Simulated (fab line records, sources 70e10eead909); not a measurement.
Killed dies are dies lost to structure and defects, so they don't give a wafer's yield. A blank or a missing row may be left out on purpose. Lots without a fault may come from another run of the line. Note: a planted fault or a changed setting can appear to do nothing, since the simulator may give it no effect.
The tool behind it: which one? / flow nand-harc / 6 lots with 18 wafers sampled at 5 steps, on a route of 1302 steps

WHAT THE GAUGES SHOWED, per wafer
NHARC_END_SORT_01.
lot=L882; measured=day 26 06:44; on=prober-02; killed-short=5 0 2
lot=L887; measured=day 29 12:41; on=prober-02; killed-short=5 1 2
lot=L890; measured=day 30 05:29; on=prober-02; killed-short=2 3 3

WHAT TOOL EACH LOT RAN ON (gives the tool, then ch and the chambers of the sampled wafers, and finally the start)
lot=L882; NHARC_A_STAIRCASE_DEP_280=pecvd-04 ch 0,1,2, day 18 12:37; NHARC_A_STAIRCASE_ETCH_294=rie-diel-08 ch 0,1,2, day 18 19:29 or earlier; NHARC_A_STAIRCASE_DESCUM_312=rie-diel-13 ch 0,2, day 18 19:29; NHARC_A_STAIRCASE_HM_OPEN_463=rie-diel-13 ch 0,2,3, day 18 19:43
lot=L887; NHARC_A_STAIRCASE_DEP_280=pecvd-02 ch 0,2, day 21 16:41; NHARC_A_STAIRCASE_ETCH_294=rie-diel-13 ch 0,2,3, day 21 22:53 or earlier; NHARC_A_STAIRCASE_DESCUM_312=rie-diel-08 ch 1,3, day 21 22:53; NHARC_A_STAIRCASE_HM_OPEN_463=rie-diel-08 ch 0,1,2, day 21 23:04
lot=L890; NHARC_A_STAIRCASE_DEP_280=pecvd-03 ch 0,2, day 22 15:55; NHARC_A_STAIRCASE_ETCH_294=rie-diel-04 ch 1,2,3, day 23 00:02 or earlier; NHARC_A_STAIRCASE_DESCUM_312=rie-diel-08 ch 2,3, day 23 00:02; NHARC_A_STAIRCASE_HM_OPEN_463=rie-diel-08 ch 0,1, day 23 00:14
lot=L894; NHARC_A_STAIRCASE_DEP_280=pecvd-03 ch 0,1,2, day 23 11:15; NHARC_A_STAIRCASE_ETCH_294=rie-diel-13 ch 0,1,2, day 23 19:54 or earlier; NHARC_A_STAIRCASE_DESCUM_312=rie-diel-13 ch 0,1,3, day 23 19:54; NHARC_A_STAIRCASE_HM_OPEN_463=rie-diel-13 ch 1,2,3, day 23 20:13
lot=L897; NHARC_A_STAIRCASE_DEP_280=pecvd-02 ch 0,1, day 25 02:24; NHARC_A_STAIRCASE_ETCH_294=rie-diel-08 ch 0,2, day 25 08:24 or earlier; NHARC_A_STAIRCASE_DESCUM_312=rie-diel-04 ch 0,2,3, day 25 08:24; NHARC_A_STAIRCASE_HM_OPEN_463=rie-diel-04 ch 0,2,3, day 25 08:52
lot=L900; NHARC_A_STAIRCASE_DEP_280=pecvd-02 ch 0,1,2, day 26 09:22; NHARC_A_STAIRCASE_ETCH_294=rie-diel-08 ch 1,2, day 26 18:10 or earlier; NHARC_A_STAIRCASE_DESCUM_312=rie-diel-08 ch 0,1, day 26 18:10; NHARC_A_STAIRCASE_HM_OPEN_463=rie-diel-08 ch 0,2, day 26 18:25
- NHARC_A_STAIRCASE_DEP_280: deposits SiON, target thk 30 nm.
- NHARC_A_STAIRCASE_ETCH_294: etches the open film in C4F8/O2/Ar, target depth 4989 nm, time 1211.6 s.
- NHARC_A_STAIRCASE_DESCUM_312: chemistry O2, time 3 s.
- NHARC_A_STAIRCASE_HM_OPEN_463: chemistry O2/COS.

THE ANSWER, worked out from the rows above alone
Rule: what is usual is taken from the lots themselves. Put in order of their means at a reading, lots are off if they are a third of the lots or fewer, leave a main group of 4 or more, and stand apart from it by a gap of 3 or more times the standard deviation of the main group's means; of several such gaps the widest counts. If all means in a main group match to the digits the tables above print for the reading, that group is not used. A lot without any number at a reading at which 4 lots or more have one is off too. The other lots that the step has rows for count as sound.
No lot is off on any of the readings shown, so nothing can be concluded from this.

WHAT THE SIMULATOR PUT IN
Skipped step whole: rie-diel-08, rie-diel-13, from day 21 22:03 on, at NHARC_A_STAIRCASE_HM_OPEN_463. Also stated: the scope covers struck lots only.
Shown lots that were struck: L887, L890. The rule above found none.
